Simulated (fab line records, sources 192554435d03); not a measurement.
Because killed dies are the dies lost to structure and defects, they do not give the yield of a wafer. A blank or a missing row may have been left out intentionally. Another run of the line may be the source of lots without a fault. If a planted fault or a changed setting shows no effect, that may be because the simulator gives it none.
Comparing a struck lot with a sound one + flow n5-finfet + 17 steps out of a route of 1938
Sound: the wafers L845.1, L845.2, L845.6. Struck: wafer L855.5 (left out: L855.1, L855.4 of the same lot, which were not struck); the cause appears at the end.
For every step that has rows: the tool of each side, followed by ch and its chambers, followed by its first start. Under that, the readings that differ: sound wafers + struck wafers + difference of the means + sigmas: that difference in standard deviations of wafers without a fault.
alike: readings with means less than 2 such deviations apart, plus words and numbers identical on both sides. not compared: withheld readings, readings lacking a value on some wafer, bounds such as >300 that could conceal the same value, and numbers that have no deviation in the record and whose values overlap.
Wherever a step has rows on one side only, a row that says differs or no value, or a row with sigmas, the two part there. Non-overlapping numbers with no deviation appear without sigmas and do not part them. Lack of a reading on every wafer of one side parts them only where that side has two or more wafers.

first, 5 steps without rows for these wafers: N5_SD_EPI_N_EBR_05; N5_SD_EPI_N_SOFTBAKE_04 (time 60 s); N5_SD_EPI_N_EXPOSE_06 (exposes mask SD N BLK, target cd 120 nm); N5_SD_EPI_N_PEB_07 (peb time 60 s); N5_SD_EPI_N_DEVELOP_08 (develop time 30 s).
N5_SD_EPI_N_CD_MEAS_09: the cd target is 120 nm.
  sound on cd-sem-03 ch 0, day 4 03:34; struck on cd-sem-01 ch 0, day 6 14:22
  alike: cd-nm
N5_SD_EPI_N_OVL_MEAS_10:
  sound on overlay-01 ch 0, day 4 03:36; struck on overlay-02 ch 0, day 6 14:24
  alike: SD_N_BLK_OVL
N5_SD_EPI_N_INSPECT_11: inspects for defects (macro).
  sound: defect-inspect-02 at day 4 03:37; struck: defect-inspect-01 at day 6 14:26
| reading          | sound | struck | difference | sigmas |
|------------------|-------|--------|------------|--------|
| raw-defect-count | 2 8 2 | 0      | -4         | -2     |
N5_SD_EPI_N_DESCUM_14: chemistry O2, time 7.9 s.
  sound on rie-diel-01 ch 0,1,3, day 4 03:40; struck on rie-diel-05 ch 1, day 6 14:28
  alike: drypump-motor-current-A, oes-product-au, rf-vpp-V, showerhead-plenum-p-Torr, throttle-valve-pct
  not compared: rf-hours-counter-h
N5_SD_EPI_N_ETCH_34: etches SiARC in CF4, target depth 45.5 nm, time 75.8 s.
  sound on rie-diel-01 ch 0,1,3, day 4 03:41; struck on rie-diel-05 ch 1, day 6 14:30
  alike: drypump-motor-current-A, etch-rf-on-time-s, oes-product-au, rf-vpp-V, showerhead-plenum-p-Torr, throttle-valve-pct
  not compared: rf-hours-counter-h
N5_SD_EPI_N_ETCH_35: etches SOC in N2/H2, overetch 108 nm, time 486 s.
  sound on rie-diel-01 ch 0,1,3, day 4 03:45; struck on rie-diel-05 ch 1, day 6 14:33
  alike: drypump-motor-current-A, oes-product-au, rf-vpp-V, showerhead-plenum-p-Torr, throttle-valve-pct
  not compared: rf-hours-counter-h
then, 1 step without rows for these wafers: N5_SD_EPI_N_STRIP_36 (strips in N2/H2).
N5_SD_EPI_N_ETCHBACK_44: etches SiNx in CH3F/O2, stops on SiO2, target depth 14.5 nm.
  sound on rie-diel-01 ch 0,1,3, day 4 04:04; struck on rie-diel-05 ch 1, day 6 14:53
| reading                                     | sound          | struck | difference | sigmas |
|---------------------------------------------|----------------|--------|------------|--------|
| model.SiARC_of_SD_EPI_N_COAT_33.thk-nm (nm) | 16.2 15.8 16.2 | 17.2   | +1.1       |        |
  alike: CH3F_flow_sccm, drypump-motor-current-A, oes-product-au, rf-vpp-V, showerhead-plenum-p-Torr, throttle-valve-pct
  not compared: rf-hours-counter-h
N5_SD_EPI_N_ETCH_45: etches SiOCN in CH3F/O2, target depth 6 nm.
  sound on rie-diel-01 ch 0,1,3, day 4 04:10; struck on rie-diel-05 ch 1, day 6 14:59
| reading               | sound             | struck | difference | sigmas |
|-----------------------|-------------------|--------|------------|--------|
| CH3F_flow_sccm (sccm) | 29.87 29.98 29.89 | 30.11  | +0.20      | +2     |
  alike: drypump-motor-current-A, oes-product-au, rf-vpp-V, showerhead-plenum-p-Torr, throttle-valve-pct
  not compared: rf-hours-counter-h
N5_SD_EPI_N_ETCH_16: etches SiO2 in CHF3/O2, target depth 5 nm.
  sound on rie-diel-01 ch 0,1,3, day 4 04:16; struck on rie-diel-05 ch 1, day 6 15:05
| reading                                     | sound          | struck | difference | sigmas |
|---------------------------------------------|----------------|--------|------------|--------|
| model.SiARC_of_SD_EPI_N_COAT_33.thk-nm (nm) | 12.6 12.2 12.6 | 13.6   | +1.1       |        |
  alike: drypump-motor-current-A, oes-product-au, rf-vpp-V, showerhead-plenum-p-Torr, throttle-valve-pct
  not compared: rf-hours-counter-h
then, 1 step without rows for these wafers: N5_SD_EPI_N_STRIP_47 (strips in CHF3/O2).
-- a jump in the record: the struck wafers' starts before and after are 5 days apart (it breaks off in module SD_EPI_N and resumes in module BEOL_M4, where the first step shown is number 1111 of the route) --
N5_BEOL_M4_RC_MEAS_101:
  sound on prober-02 ch 0, day 9 06:52; struck on prober-02 ch 0, day 12 02:14
  alike: DIBL_N, DIBL_P, IOFF_N, IOFF_P, ION_N, ION_P, SS_N, SS_P, VT_N, VT_P

WHERE THEY PART
Earliest at N5_SD_EPI_N_INSPECT_11; latest, in this record, at N5_SD_EPI_N_ETCH_45. Later steps at which nothing parts them and some readings are alike: N5_SD_EPI_N_ETCH_16, N5_BEOL_M4_RC_MEAS_101.

WHY: whatever the simulator had introduced
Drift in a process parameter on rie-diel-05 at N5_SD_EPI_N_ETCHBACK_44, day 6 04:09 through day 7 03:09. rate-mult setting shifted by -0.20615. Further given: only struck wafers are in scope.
